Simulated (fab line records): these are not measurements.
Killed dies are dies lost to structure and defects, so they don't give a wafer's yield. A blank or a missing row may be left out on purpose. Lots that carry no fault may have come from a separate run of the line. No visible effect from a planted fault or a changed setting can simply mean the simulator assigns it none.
fab line records / flow n5-finfet
record lots=5 wafers=15 last-day=15
route steps=1938 shown BEOL_M8@1399 BEOL_M9@1401
lots that met no fault: taken from a fault-free run of the same line
start-h: start of the lot's first displayed wafer, in hours after the record's first day / wait-h: hours elapsed since this lot's preceding step / " repeats the value in the row above / L1.1+2: several wafers, shown together as one row / - no value present, or no start provided / * or withheld: withheld / < > ~ a bound
route shown NAME@n: names a module that has steps shown in the file, with the first one's number in the route / usual: mean and standard deviation over wafers with no fault / same: alike in all rows / chamber/n: place in a boat / sites: per-site readings / _std_site: the standard deviation of these / _edge_site: the outer-site mean with the inner-site mean subtracted / radius-mm: for every site, how far away it sits from the centre of the wafer / mask NAME#n: copy n / behind: the tool/chamber that last shaped the wafer / hold: why the lot went on hold/how many hours it stayed there/how the hold came to an end / device: names the non-switching transistor (n, p or np) / end of line: the same wafers' tests at the end of the route / a step without rows: its recipe alone / killed: dies that structure and defects cost at the first sort, which is not the same as the wafer's yield / map: a wafer's dies, x killed, . not, _ none there
set.NAME: the setting the step ran with; set.NAME@STEP: the setting that earlier step ran with / model.NAME: the simulator's own value behind a step, which no gauge read
lots at selected steps of the route; one table per step, one row per wafer
services: from which hour (start-h, from the record's first day; less than 0 if before it) a tool's chamber was out of use, for how many hours, and why
## steps
# step N5_BEOL_M8_RS_MEAS_57
# recipe thk-meas-gauge=four-point-probe reads=Cu_of_BEOL_M8_ECD_50+Co_of_BEOL_M8_CVD_78+TaN_of_BEOL_M8_ALD_77
# usual M8_RS=0.290/0.0089
lot.wafer=L910.1 tool=film-metro-01 chamber=- start-h=197.49 wait-h=0.1 M8_RS[ohm/sq]=0.299
lot.wafer=L910.2 tool=film-metro-01 chamber=- start-h=197.49 wait-h=0.1 M8_RS[ohm/sq]=0.294
lot.wafer=L910.5 tool=film-metro-01 chamber=- start-h=197.49 wait-h=0.1 M8_RS[ohm/sq]=0.293
lot.wafer=L913.2 tool=film-metro-01 chamber=- start-h=227.86 wait-h=0.1 M8_RS[ohm/sq]=0.295
lot.wafer=L913.4 tool=film-metro-01 chamber=- start-h=227.86 wait-h=0.1 M8_RS[ohm/sq]=0.275
lot.wafer=L913.5 tool=film-metro-01 chamber=- start-h=227.86 wait-h=0.1 M8_RS[ohm/sq]=0.292
lot.wafer=L916.1 tool=film-metro-02 chamber=- start-h=242.94 wait-h=0.1 M8_RS[ohm/sq]=0.297
lot.wafer=L916.3 tool=film-metro-02 chamber=- start-h=242.94 wait-h=0.1 M8_RS[ohm/sq]=0.296
lot.wafer=L916.4 tool=film-metro-02 chamber=- start-h=242.94 wait-h=0.1 M8_RS[ohm/sq]=0.292
lot.wafer=L919.1 tool=film-metro-02 chamber=- start-h=265.60 wait-h=0.1 M8_RS[ohm/sq]=0.297
lot.wafer=L919.2 tool=film-metro-02 chamber=- start-h=265.60 wait-h=0.1 M8_RS[ohm/sq]=0.286
lot.wafer=L919.5 tool=film-metro-02 chamber=- start-h=265.60 wait-h=0.1 M8_RS[ohm/sq]=0.289
lot.wafer=L932.2 tool=film-metro-02 chamber=- start-h=338.97 wait-h=0.1 M8_RS[ohm/sq]=0.288
lot.wafer=L932.4 tool=film-metro-02 chamber=- start-h=338.97 wait-h=0.1 M8_RS[ohm/sq]=0.287
lot.wafer=L932.6 tool=film-metro-02 chamber=- start-h=338.97 wait-h=0.1 M8_RS[ohm/sq]=0.299
# step N5_BEOL_M8_INSPECT_58
# recipe inspect-instrument=darkfield mode=post-dep
# usual raw-defect-count=78/24
lot.wafer=L910.1 tool=defect-inspect-01 chamber=- start-h=197.51 wait-h=0.0 raw-defect-count=62
lot.wafer=L910.2 tool=defect-inspect-01 chamber=- start-h=197.51 wait-h=0.0 raw-defect-count=102
lot.wafer=L910.5 tool=defect-inspect-01 chamber=- start-h=197.51 wait-h=0.0 raw-defect-count=62
lot.wafer=L913.2 tool=defect-inspect-02 chamber=- start-h=227.88 wait-h=0.0 raw-defect-count=57
lot.wafer=L913.4 tool=defect-inspect-02 chamber=- start-h=227.88 wait-h=0.0 raw-defect-count=46
lot.wafer=L913.5 tool=defect-inspect-02 chamber=- start-h=227.88 wait-h=0.0 raw-defect-count=65
lot.wafer=L916.1 tool=defect-inspect-01 chamber=- start-h=242.97 wait-h=0.0 raw-defect-count=85
lot.wafer=L916.3 tool=defect-inspect-01 chamber=- start-h=242.97 wait-h=0.0 raw-defect-count=69
lot.wafer=L916.4 tool=defect-inspect-01 chamber=- start-h=242.97 wait-h=0.0 raw-defect-count=94
lot.wafer=L919.1 tool=defect-inspect-02 chamber=- start-h=265.63 wait-h=0.0 raw-defect-count=51
lot.wafer=L919.2 tool=defect-inspect-02 chamber=- start-h=265.63 wait-h=0.0 raw-defect-count=75
lot.wafer=L919.5 tool=defect-inspect-02 chamber=- start-h=265.63 wait-h=0.0 raw-defect-count=87
lot.wafer=L932.2 tool=defect-inspect-01 chamber=- start-h=339.00 wait-h=0.0 raw-defect-count=69
lot.wafer=L932.4 tool=defect-inspect-01 chamber=- start-h=339.00 wait-h=0.0 raw-defect-count=71
lot.wafer=L932.6 tool=defect-inspect-01 chamber=- start-h=339.00 wait-h=0.0 raw-defect-count=103
# step N5_BEOL_M9_ILD_DEP_00
# recipe material=SiCOH_lowk target-thk-a=3085.1 temp-c=300 precursor=DEMS/porogen pressure-torr=5 rf-w=500 time-s=58
# usual heater-power-w=330/62 showerhead-plenum-p-Torr=5.732/0.01 throttle-valve-pct=13.8/0.67
lot.wafer=L910.1 tool=pecvd-04 chamber=2 start-h=197.55 wait-h=0.0 heater-power-w=430 showerhead-plenum-p-Torr=5.736 throttle-valve-pct=13.3
lot.wafer=L910.2 tool=pecvd-04 chamber=0 start-h=197.55 wait-h=0.0 heater-power-w=327 showerhead-plenum-p-Torr=5.717 throttle-valve-pct=14.8
lot.wafer=L910.5 tool=pecvd-04 chamber=1 start-h=197.55 wait-h=0.0 heater-power-w=387 showerhead-plenum-p-Torr=5.731 throttle-valve-pct=14.5
lot.wafer=L913.2 tool=pecvd-03 chamber=1 start-h=227.92 wait-h=0.0 heater-power-w=323 showerhead-plenum-p-Torr=5.724 throttle-valve-pct=12.6
lot.wafer=L913.4 tool=pecvd-03 chamber=0 start-h=227.92 wait-h=0.0 heater-power-w=330 showerhead-plenum-p-Torr=5.721 throttle-valve-pct=13.7
lot.wafer=L913.5 tool=pecvd-03 chamber=1 start-h=227.92 wait-h=0.0 heater-power-w=341 showerhead-plenum-p-Torr=5.717 throttle-valve-pct=12.9
lot.wafer=L916.1 tool=pecvd-03 chamber=2 start-h=243.00 wait-h=0.0 heater-power-w=247 showerhead-plenum-p-Torr=5.738 throttle-valve-pct=14.1
lot.wafer=L916.3 tool=pecvd-03 chamber=0 start-h=243.00 wait-h=0.0 heater-power-w=314 showerhead-plenum-p-Torr=5.726 throttle-valve-pct=13.4
lot.wafer=L916.4 tool=pecvd-03 chamber=0 start-h=243.00 wait-h=0.0 heater-power-w=316 showerhead-plenum-p-Torr=5.742 throttle-valve-pct=13.6
lot.wafer=L919.1 tool=pecvd-04 chamber=0 start-h=265.66 wait-h=0.0 heater-power-w=334 showerhead-plenum-p-Torr=5.714 throttle-valve-pct=14.6
lot.wafer=L919.2 tool=pecvd-04 chamber=1 start-h=265.66 wait-h=0.0 heater-power-w=368 showerhead-plenum-p-Torr=5.735 throttle-valve-pct=14.6
lot.wafer=L919.5 tool=pecvd-04 chamber=2 start-h=265.66 wait-h=0.0 heater-power-w=424 showerhead-plenum-p-Torr=5.748 throttle-valve-pct=13.7
lot.wafer=L932.2 tool=pecvd-02 chamber=2 start-h=339.04 wait-h=0.0 heater-power-w=282 showerhead-plenum-p-Torr=5.723 throttle-valve-pct=12.7
lot.wafer=L932.4 tool=pecvd-02 chamber=1 start-h=339.04 wait-h=0.0 heater-power-w=318 showerhead-plenum-p-Torr=5.746 throttle-valve-pct=14.3
lot.wafer=L932.6 tool=pecvd-02 chamber=2 start-h=339.04 wait-h=0.0 heater-power-w=279 showerhead-plenum-p-Torr=5.725 throttle-valve-pct=12.9
# step N5_BEOL_M9_CURE_71
# recipe temp-c=385 time-s=240 ambient=He/Ar material=SiCOH_lowk
# usual lamp-power-pct=52.31/0.054 wafer_temp_C_max=386.7/0.7
lot.wafer=L910.1 tool=uv-cure-01 chamber=0 start-h=197.85 wait-h=0.3 lamp-power-pct=52.28 wafer_temp_C_max=386.7
lot.wafer=L910.2 tool=uv-cure-01 chamber=0 start-h=197.85 wait-h=0.3 lamp-power-pct=52.36 wafer_temp_C_max=386.9
lot.wafer=L910.5 tool=uv-cure-01 chamber=0 start-h=197.85 wait-h=0.3 lamp-power-pct=52.29 wafer_temp_C_max=387.0
lot.wafer=L913.2 tool=uv-cure-01 chamber=1 start-h=228.08 wait-h=0.1 lamp-power-pct=52.30 wafer_temp_C_max=389.7
lot.wafer=L913.4 tool=uv-cure-01 chamber=1 start-h=228.08 wait-h=0.1 lamp-power-pct=52.26 wafer_temp_C_max=387.7
lot.wafer=L913.5 tool=uv-cure-01 chamber=1 start-h=228.08 wait-h=0.1 lamp-power-pct=52.30 wafer_temp_C_max=387.6
lot.wafer=L916.1 tool=uv-cure-02 chamber=0 start-h=243.08 wait-h=0.0 lamp-power-pct=52.30 wafer_temp_C_max=386.2
lot.wafer=L916.3 tool=uv-cure-02 chamber=0 start-h=243.08 wait-h=0.0 lamp-power-pct=52.35 wafer_temp_C_max=386.3
lot.wafer=L916.4 tool=uv-cure-02 chamber=0 start-h=243.08 wait-h=0.0 lamp-power-pct=52.31 wafer_temp_C_max=386.5
lot.wafer=L919.1 tool=uv-cure-01 chamber=0 start-h=265.74 wait-h=0.0 lamp-power-pct=52.30 wafer_temp_C_max=388.1
lot.wafer=L919.2 tool=uv-cure-01 chamber=0 start-h=265.74 wait-h=0.0 lamp-power-pct=52.37 wafer_temp_C_max=387.9
lot.wafer=L919.5 tool=uv-cure-01 chamber=0 start-h=265.74 wait-h=0.0 lamp-power-pct=52.31 wafer_temp_C_max=387.0
lot.wafer=L932.2 tool=uv-cure-02 chamber=2 start-h=339.19 wait-h=0.1 lamp-power-pct=52.29 wafer_temp_C_max=386.1
lot.wafer=L932.4 tool=uv-cure-02 chamber=2 start-h=339.19 wait-h=0.1 lamp-power-pct=52.44 wafer_temp_C_max=386.0
lot.wafer=L932.6 tool=uv-cure-02 chamber=2 start-h=339.19 wait-h=0.1 lamp-power-pct=52.34 wafer_temp_C_max=385.8
# step N5_BEOL_M9_THK_MEAS_01
# recipe reads=SiCOH_lowk_of_BEOL_M9_ILD_DEP_00
# usual M9_ILD_THK=267/3.5
lot.wafer=L910.1 tool=film-metro-01 chamber=- start-h=198.37 wait-h=0.4 M9_ILD_THK[nm]=262
lot.wafer=L910.2 tool=film-metro-01 chamber=- start-h=198.37 wait-h=0.4 M9_ILD_THK[nm]=264
lot.wafer=L910.5 tool=film-metro-01 chamber=- start-h=198.37 wait-h=0.4 M9_ILD_THK[nm]=269
lot.wafer=L913.2 tool=film-metro-02 chamber=- start-h=228.51 wait-h=0.4 M9_ILD_THK[nm]=265
lot.wafer=L913.4 tool=film-metro-02 chamber=- start-h=228.51 wait-h=0.4 M9_ILD_THK[nm]=274
lot.wafer=L913.5 tool=film-metro-02 chamber=- start-h=228.51 wait-h=0.4 M9_ILD_THK[nm]=268
lot.wafer=L916.1 tool=film-metro-01 chamber=- start-h=243.59 wait-h=0.4 M9_ILD_THK[nm]=267
lot.wafer=L916.3 tool=film-metro-01 chamber=- start-h=243.59 wait-h=0.4 M9_ILD_THK[nm]=274
lot.wafer=L916.4 tool=film-metro-01 chamber=- start-h=243.59 wait-h=0.4 M9_ILD_THK[nm]=275
lot.wafer=L919.1 tool=film-metro-02 chamber=- start-h=266.26 wait-h=0.4 M9_ILD_THK[nm]=267
lot.wafer=L919.2 tool=film-metro-02 chamber=- start-h=266.26 wait-h=0.4 M9_ILD_THK[nm]=266
lot.wafer=L919.5 tool=film-metro-02 chamber=- start-h=266.26 wait-h=0.4 M9_ILD_THK[nm]=273
lot.wafer=L932.2 tool=film-metro-02 chamber=- start-h=339.63 wait-h=0.4 M9_ILD_THK[nm]=265
lot.wafer=L932.4 tool=film-metro-02 chamber=- start-h=339.63 wait-h=0.4 M9_ILD_THK[nm]=275
lot.wafer=L932.6 tool=film-metro-02 chamber=- start-h=339.63 wait-h=0.4 M9_ILD_THK[nm]=271
# step N5_BEOL_M9_PECVD_70
# recipe material=SiO2 target-thk-a=200 temp-c=400 precursor=TEOS/O2 pressure-torr=5.5 rf-w=450 teos-flow-sccm=53.8 gas=O2 flow-sccm=3000 time-s=22.7
# usual heater-power-w=743/130 showerhead-plenum-p-Torr=8.75/0.03 throttle-valve-pct=22.2/1.1
lot.wafer=L910.1 tool=pecvd-04 chamber=2 start-h=198.40 wait-h=0.0 heater-power-w=889 showerhead-plenum-p-Torr=8.80 throttle-valve-pct=21.6
lot.wafer=L910.2 tool=pecvd-04 chamber=1 start-h=198.40 wait-h=0.0 heater-power-w=829 showerhead-plenum-p-Torr=8.75 throttle-valve-pct=23.3
lot.wafer=L910.5 tool=pecvd-04 chamber=0 start-h=198.40 wait-h=0.0 heater-power-w=755 showerhead-plenum-p-Torr=8.72 throttle-valve-pct=23.6
lot.wafer=L913.2 tool=pecvd-04 chamber=2 start-h=228.55 wait-h=0.0 heater-power-w=922 showerhead-plenum-p-Torr=8.81 throttle-valve-pct=21.7
lot.wafer=L913.4 tool=pecvd-04 chamber=1 start-h=228.55 wait-h=0.0 heater-power-w=889 showerhead-plenum-p-Torr=8.72 throttle-valve-pct=23.3
lot.wafer=L913.5 tool=pecvd-04 chamber=2 start-h=228.55 wait-h=0.0 heater-power-w=945 showerhead-plenum-p-Torr=8.79 throttle-valve-pct=21.7
lot.wafer=L916.1 tool=pecvd-02 chamber=1 start-h=243.63 wait-h=0.0 heater-power-w=646 showerhead-plenum-p-Torr=8.78 throttle-valve-pct=23.6
lot.wafer=L916.3 tool=pecvd-02 chamber=1 start-h=243.63 wait-h=0.0 heater-power-w=637 showerhead-plenum-p-Torr=8.78 throttle-valve-pct=23.2
lot.wafer=L916.4 tool=pecvd-02 chamber=2 start-h=243.63 wait-h=0.0 heater-power-w=668 showerhead-plenum-p-Torr=8.75 throttle-valve-pct=20.6
lot.wafer=L919.1 tool=pecvd-04 chamber=2 start-h=266.29 wait-h=0.0 heater-power-w=895 showerhead-plenum-p-Torr=8.77 throttle-valve-pct=21.5
lot.wafer=L919.2 tool=pecvd-04 chamber=0 start-h=266.29 wait-h=0.0 heater-power-w=683 showerhead-plenum-p-Torr=8.71 throttle-valve-pct=23.6
lot.wafer=L919.5 tool=pecvd-04 chamber=2 start-h=266.29 wait-h=0.0 heater-power-w=879 showerhead-plenum-p-Torr=8.79 throttle-valve-pct=21.8
lot.wafer=L932.2 tool=pecvd-03 chamber=2 start-h=339.66 wait-h=0.0 heater-power-w=587 showerhead-plenum-p-Torr=8.76 throttle-valve-pct=23.0
lot.wafer=L932.4 tool=pecvd-03 chamber=2 start-h=339.66 wait-h=0.0 heater-power-w=567 showerhead-plenum-p-Torr=8.79 throttle-valve-pct=22.7
lot.wafer=L932.6 tool=pecvd-03 chamber=1 start-h=339.66 wait-h=0.0 heater-power-w=719 showerhead-plenum-p-Torr=8.72 throttle-valve-pct=20.6
# step N5_BEOL_M9_HM_DEP_02
# recipe material=TiN target-thk-a=200 temp-c=25 chamber-pressure-pa=0.49996
# usual throttle-valve-pct=29.8/1.2
lot.wafer=L910.1 tool=pvd-sputter-01 chamber=- start-h=201.00 wait-h=2.6 throttle-valve-pct=30.8
lot.wafer=L910.2 tool=pvd-sputter-01 chamber=- start-h=201.00 wait-h=2.6 throttle-valve-pct=28.8
lot.wafer=L910.5 tool=pvd-sputter-01 chamber=- start-h=201.00 wait-h=2.6 throttle-valve-pct=29.1
lot.wafer=L913.2 tool=pvd-sputter-02 chamber=- start-h=229.12 wait-h=0.6 throttle-valve-pct=26.7
lot.wafer=L913.4 tool=pvd-sputter-02 chamber=- start-h=229.12 wait-h=0.6 throttle-valve-pct=28.8
lot.wafer=L913.5 tool=pvd-sputter-02 chamber=- start-h=229.12 wait-h=0.6 throttle-valve-pct=30.3
lot.wafer=L916.1 tool=pvd-sputter-01 chamber=- start-h=245.40 wait-h=1.7 throttle-valve-pct=30.9
lot.wafer=L916.3 tool=pvd-sputter-01 chamber=- start-h=245.40 wait-h=1.7 throttle-valve-pct=28.9
lot.wafer=L916.4 tool=pvd-sputter-01 chamber=- start-h=245.40 wait-h=1.7 throttle-valve-pct=31.4
lot.wafer=L919.1 tool=pvd-sputter-01 chamber=- start-h=269.62 wait-h=3.3 throttle-valve-pct=28.9
lot.wafer=L919.2 tool=pvd-sputter-01 chamber=- start-h=269.62 wait-h=3.3 throttle-valve-pct=30.6
lot.wafer=L919.5 tool=pvd-sputter-01 chamber=- start-h=269.62 wait-h=3.3 throttle-valve-pct=29.5
lot.wafer=L932.2 tool=pvd-sputter-03 chamber=- start-h=339.98 wait-h=0.3 throttle-valve-pct=31.8
lot.wafer=L932.4 tool=pvd-sputter-03 chamber=- start-h=339.98 wait-h=0.3 throttle-valve-pct=30.1
lot.wafer=L932.6 tool=pvd-sputter-03 chamber=- start-h=339.98 wait-h=0.3 throttle-valve-pct=29.8
# step N5_BEOL_M9_COAT_59
# recipe resist=SOC temp-c=250 time-s=60 spin-rpm=1500 resist-thk-nm=100
# step N5_BEOL_M9_COAT_60
# recipe resist=SiARC temp-c=220 time-s=60 spin-rpm=1500 resist-thk-nm=30
# step N5_BEOL_M9_COAT_05
# recipe resist=CAR-ArF spin-rpm=1500 resist-thk-nm=90
# step N5_BEOL_M9_EBR_07
# recipe solvent=PGMEA ebr-width-mm=1.5
# step N5_BEOL_M9_SOFTBAKE_06
# recipe temp-c=110 time-s=60 resist=CAR-ArF
# step N5_BEOL_M9_EXPOSE_08
# recipe mask-id=M9 na=1.35 source-shape=dipole sigma-inner=0.411 sigma-outer=0.611 polarization=te dose-mj=53.75
lot.wafer=L910.1+2+5 tool=arfi-scanner-02 chamber=0 start-h=201.37 wait-h=- mask=M9#0 model.BEOL_M9.overlay-x-nm=-0.2
lot.wafer=L913.2+4+5 tool=arfi-scanner-01 chamber=0 start-h=229.49 wait-h=- mask=M9#0 model.BEOL_M9.overlay-x-nm=-0.2
lot.wafer=L916.1+3+4 tool=arfi-scanner-03 chamber=0 start-h=245.77 wait-h=- mask=M9#0 model.BEOL_M9.overlay-x-nm=1
lot.wafer=L919.1+2+5 tool=arfi-scanner-02 chamber=0 start-h=269.99 wait-h=- mask=M9#0 model.BEOL_M9.overlay-x-nm=-0.2
lot.wafer=L932.2+4+6 tool=arfi-scanner-02 chamber=0 start-h=340.36 wait-h=- mask=M9#0 model.BEOL_M9.overlay-x-nm=12.8
# step N5_BEOL_M9_PEB_09
# recipe peb-temp-c=withheld peb-time-s=60 resist=CAR-ArF
# step N5_BEOL_M9_DEVELOP_10
# recipe develop-time-s=30 developer=TMAH resist=CAR-ArF rinse-liquid=diw dry=air-spin dev-temp-c=23
# step N5_BEOL_M9_CD_MEAS_11
# recipe target-cd-nm=64.1 landing-energy-ev=500 detector=se-inlens polarity=opening
# usual cd-nm=64.0/0.61
lot.wafer=L910.1 tool=cd-sem-02 chamber=0 start-h=201.49 wait-h=- cd-nm=64.3
lot.wafer=L910.2 tool=cd-sem-02 chamber=0 start-h=201.49 wait-h=- cd-nm=63.8
lot.wafer=L910.5 tool=cd-sem-02 chamber=0 start-h=201.49 wait-h=- cd-nm=64.0
lot.wafer=L913.2 tool=cd-sem-01 chamber=0 start-h=229.62 wait-h=- cd-nm=63.5
lot.wafer=L913.4 tool=cd-sem-01 chamber=0 start-h=229.62 wait-h=- cd-nm=64.5
lot.wafer=L913.5 tool=cd-sem-01 chamber=0 start-h=229.62 wait-h=- cd-nm=64.3
lot.wafer=L916.1 tool=cd-sem-01 chamber=0 start-h=245.89 wait-h=- cd-nm=65.4
lot.wafer=L916.3 tool=cd-sem-01 chamber=0 start-h=245.89 wait-h=- cd-nm=66.0
lot.wafer=L916.4 tool=cd-sem-01 chamber=0 start-h=245.89 wait-h=- cd-nm=64.6
lot.wafer=L919.1 tool=cd-sem-02 chamber=0 start-h=270.12 wait-h=- cd-nm=64.6
lot.wafer=L919.2 tool=cd-sem-02 chamber=0 start-h=270.12 wait-h=- cd-nm=63.3
lot.wafer=L919.5 tool=cd-sem-02 chamber=0 start-h=270.12 wait-h=- cd-nm=63.5
lot.wafer=L932.2 tool=cd-sem-01 chamber=0 start-h=340.48 wait-h=- cd-nm=64.1
lot.wafer=L932.4 tool=cd-sem-01 chamber=0 start-h=340.48 wait-h=- cd-nm=64.1
lot.wafer=L932.6 tool=cd-sem-01 chamber=0 start-h=340.48 wait-h=- cd-nm=63.4
# step N5_BEOL_M9_OVL_MEAS_12
# recipe points-per-wafer=44
# usual M9_OVL=0.1/0.77
# same points-per-wafer=44
lot.wafer=L910.1 tool=overlay-01 chamber=0 start-h=201.53 wait-h=0.0 M9_OVL[nm]=-0.7
lot.wafer=L910.2 tool=overlay-01 chamber=0 start-h=201.53 wait-h=0.0 M9_OVL[nm]=0.1
lot.wafer=L910.5 tool=overlay-01 chamber=0 start-h=201.53 wait-h=0.0 M9_OVL[nm]=-0.8
lot.wafer=L913.2 tool=overlay-02 chamber=0 start-h=229.64 wait-h=0.0 M9_OVL[nm]=-0.2
lot.wafer=L913.4 tool=overlay-02 chamber=0 start-h=229.64 wait-h=0.0 M9_OVL[nm]=-0.1
lot.wafer=L913.5 tool=overlay-02 chamber=0 start-h=229.64 wait-h=0.0 M9_OVL[nm]=0.2
lot.wafer=L916.1 tool=overlay-01 chamber=0 start-h=245.92 wait-h=0.0 M9_OVL[nm]=0.6
lot.wafer=L916.3 tool=overlay-01 chamber=0 start-h=245.92 wait-h=0.0 M9_OVL[nm]=1.6
lot.wafer=L916.4 tool=overlay-01 chamber=0 start-h=245.92 wait-h=0.0 M9_OVL[nm]=0.6
lot.wafer=L919.1 tool=overlay-01 chamber=0 start-h=270.15 wait-h=0.0 M9_OVL[nm]=-0.4
lot.wafer=L919.2 tool=overlay-01 chamber=0 start-h=270.15 wait-h=0.0 M9_OVL[nm]=0.2
lot.wafer=L919.5 tool=overlay-01 chamber=0 start-h=270.15 wait-h=0.0 M9_OVL[nm]=0.1
lot.wafer=L932.2 tool=overlay-01 chamber=0 start-h=340.51 wait-h=0.0 M9_OVL[nm]=13.0
lot.wafer=L932.4 tool=overlay-01 chamber=0 start-h=340.51 wait-h=0.0 M9_OVL[nm]=13.2
lot.wafer=L932.6 tool=overlay-01 chamber=0 start-h=340.51 wait-h=0.0 M9_OVL[nm]=12.3
# step N5_BEOL_M9_INSPECT_13
# recipe mode=adi inspect-instrument=brightfield
# usual raw-defect-count=438/86
lot.wafer=L910.1 tool=defect-inspect-02 chamber=- start-h=201.55 wait-h=0.0 raw-defect-count=315
lot.wafer=L910.2 tool=defect-inspect-02 chamber=- start-h=201.55 wait-h=0.0 raw-defect-count=459
lot.wafer=L910.5 tool=defect-inspect-02 chamber=- start-h=201.55 wait-h=0.0 raw-defect-count=349
lot.wafer=L913.2 tool=defect-inspect-02 chamber=- start-h=229.67 wait-h=0.0 raw-defect-count=333
lot.wafer=L913.4 tool=defect-inspect-02 chamber=- start-h=229.67 wait-h=0.0 raw-defect-count=404
lot.wafer=L913.5 tool=defect-inspect-02 chamber=- start-h=229.67 wait-h=0.0 raw-defect-count=389
lot.wafer=L916.1 tool=defect-inspect-02 chamber=- start-h=245.95 wait-h=0.0 raw-defect-count=409
lot.wafer=L916.3 tool=defect-inspect-02 chamber=- start-h=245.95 wait-h=0.0 raw-defect-count=439
lot.wafer=L916.4 tool=defect-inspect-02 chamber=- start-h=245.95 wait-h=0.0 raw-defect-count=448
lot.wafer=L919.1 tool=defect-inspect-01 chamber=- start-h=270.17 wait-h=0.0 raw-defect-count=336
lot.wafer=L919.2 tool=defect-inspect-01 chamber=- start-h=270.17 wait-h=0.0 raw-defect-count=442
lot.wafer=L919.5 tool=defect-inspect-01 chamber=- start-h=270.17 wait-h=0.0 raw-defect-count=408
lot.wafer=L932.2 tool=defect-inspect-02 chamber=- start-h=340.53 wait-h=0.0 raw-defect-count=557
lot.wafer=L932.4 tool=defect-inspect-02 chamber=- start-h=340.53 wait-h=0.0 raw-defect-count=538
lot.wafer=L932.6 tool=defect-inspect-02 chamber=- start-h=340.53 wait-h=0.0 raw-defect-count=421
## services
tool=arfi-scanner-02 chamber=- start-h=184.47 hours=0.4 kind=repair
tool=uv-cure-01 chamber=- start-h=186.60 hours=0.4 kind=repair
tool=pecvd-02 chamber=0 start-h=192.85 hours=6.5 kind=repair
tool=arfi-scanner-02 chamber=- start-h=192.86 hours=3.9 kind=pm
tool=uv-cure-01 chamber=- start-h=209.12 hours=2.1 kind=pm
tool=arfi-scanner-02 chamber=- start-h=213.93 hours=1.0 kind=pm
tool=pecvd-04 chamber=- start-h=218.53 hours=6.0 kind=pm
tool=arfi-scanner-01 chamber=- start-h=221.91 hours=1.5 kind=pm
tool=pecvd-03 chamber=2 start-h=228.10 hours=7.4 kind=repair
tool=uv-cure-01 chamber=- start-h=228.81 hours=7.5 kind=pm
tool=pecvd-02 chamber=0 start-h=238.79 hours=12.3 kind=repair
tool=arfi-scanner-02 chamber=- start-h=244.73 hours=0.8 kind=repair
tool=arfi-scanner-02 chamber=- start-h=252.80 hours=10.6 kind=repair
tool=arfi-scanner-02 chamber=- start-h=272.26 hours=0.8 kind=pm
tool=pecvd-04 chamber=0 start-h=272.73 hours=8.0 kind=repair
tool=arfi-scanner-02 chamber=- start-h=274.05 hours=1.3 kind=pm
tool=uv-cure-02 chamber=- start-h=278.54 hours=2.1 kind=pm
tool=arfi-scanner-02 chamber=- start-h=278.72 hours=1.0 kind=pm
tool=pecvd-04 chamber=- start-h=286.91 hours=2.5 kind=repair
tool=pecvd-03 chamber=- start-h=305.30 hours=1.0 kind=repair
tool=uv-cure-01 chamber=- start-h=319.24 hours=6.4 kind=repair
tool=pecvd-03 chamber=- start-h=330.53 hours=1.1 kind=repair
tool=arfi-scanner-02 chamber=- start-h=338.23 hours=0.4 kind=repair
tool=arfi-scanner-02 chamber=- start-h=339.26 hours=0.7 kind=repair
## key
first-sign step=N5_BEOL_M9_OVL_MEAS_12 reading=M9_OVL direction=up sigmas=17 usual=0.1 struck=12.8
effect none on later readings
model-effect step=N5_BEOL_M9_EXPOSE_08 value=BEOL_M9.overlay-x-nm without=0.4 struck=12.8
met-at N5_BEOL_M9_EXPOSE_08
struck-wafers L932.2,L932.4,L932.6
rows-end L932.2,L932.4,L932.6
onset-between 269.99 340.36
also-fits time
fault kind=scanner-matching-overlay tool=arfi-scanner-02 chamber=- onset-h=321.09 steps=N5_BEOL_M9_EXPOSE_08 offset=12.387
# rows-end: these wafers met a further fault down the route, and their rows from its step on are left out
